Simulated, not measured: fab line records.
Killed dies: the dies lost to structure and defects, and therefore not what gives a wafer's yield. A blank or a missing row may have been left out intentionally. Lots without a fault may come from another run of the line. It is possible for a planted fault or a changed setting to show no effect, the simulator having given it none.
Which of the tools did it? ; flow n5 finfet ; Sampling: 12 lots, 36 wafers, 2 of 1938 route steps

## WHAT EACH GAUGE READ, for each wafer
N5_BEOL_M1_CD_MEAS_28: target cd y 23.3 nm.
lot;measured;on;cd nm (nm)
L075;day 6 05:20;cd sem-02;24.23 24.12 24.25
L077;day 6 20:02;cd sem-02;23.96 24.01 23.98
L079;day 7 10:49;cd sem-01;23.46 23.65 23.77
L081;day 7 20:22;cd sem-02;23.31 23.68 23.94
L084;day 8 13:22;cd sem-01;24.18 23.88 23.58
L085;day 9 00:34;cd sem-01;24.01 24.00 23.82
L087;day 9 08:10;cd sem-01;24.25 24.27 23.69
L089;day 9 18:48;cd sem-01;24.08 24.08 24.11
L091;day 10 07:14;cd sem-02;24.22 24.21 24.12
L093;day 10 17:53;cd sem-01;23.94 23.77 23.78
L095;day 11 11:02;cd sem-02;24.05 24.34 23.89
L097;day 11 23:52;cd sem-02;23.99 23.71 24.17

## EACH LOT AND THE TOOL THAT RAN IT (in order: tool; ch and the chambers of the sampled wafers; start)
lot;N5_BEOL_M1_STRIP_66
L075;rie diel-01 ch 1,2,3, day 6 04:34
L077;rie diel-05 ch 0,2, day 6 19:25
L079;rie diel-01 ch 0,1,3, day 7 10:04
L081;rie diel-02 ch 0,3, day 7 19:34
L084;rie diel-05 ch 0,2,3, day 8 12:36
L085;rie diel-05 ch 0,1,3, day 8 23:47
L087;rie diel-05 ch 1,2,3, day 9 07:37
L089;rie diel-02 ch 0,2, day 9 18:08
L091;rie diel-02 ch 0,2,3, day 10 06:26
L093;rie diel-05 ch 0,2,3, day 10 17:09
L095;rie diel-05 ch 0,1,2, day 11 10:09
L097;rie diel-02 ch 1,2,3, day 11 23:05
- N5_BEOL_M1_STRIP_66: strips in CF4.

## THE ANSWER, worked out from the rows above alone
Rule: the lots themselves supply what counts as usual. Put in order of their means at a reading, lots are off if they are a third of the lots or fewer, leave a main group of 4 or more, and stand apart from it by a gap of 3 or more times the standard deviation of the main group's means; of several such gaps the widest counts. If all means in a main group match to the digits the tables above print for the reading, that group is not used. Also off: a lot with no number at a reading for which 4 or more lots have one. Any other lot the step has rows for is counted as sound.
None of the lots is off at any reading shown; this tells nothing.

## WHAT THE SIMULATOR PUT IN
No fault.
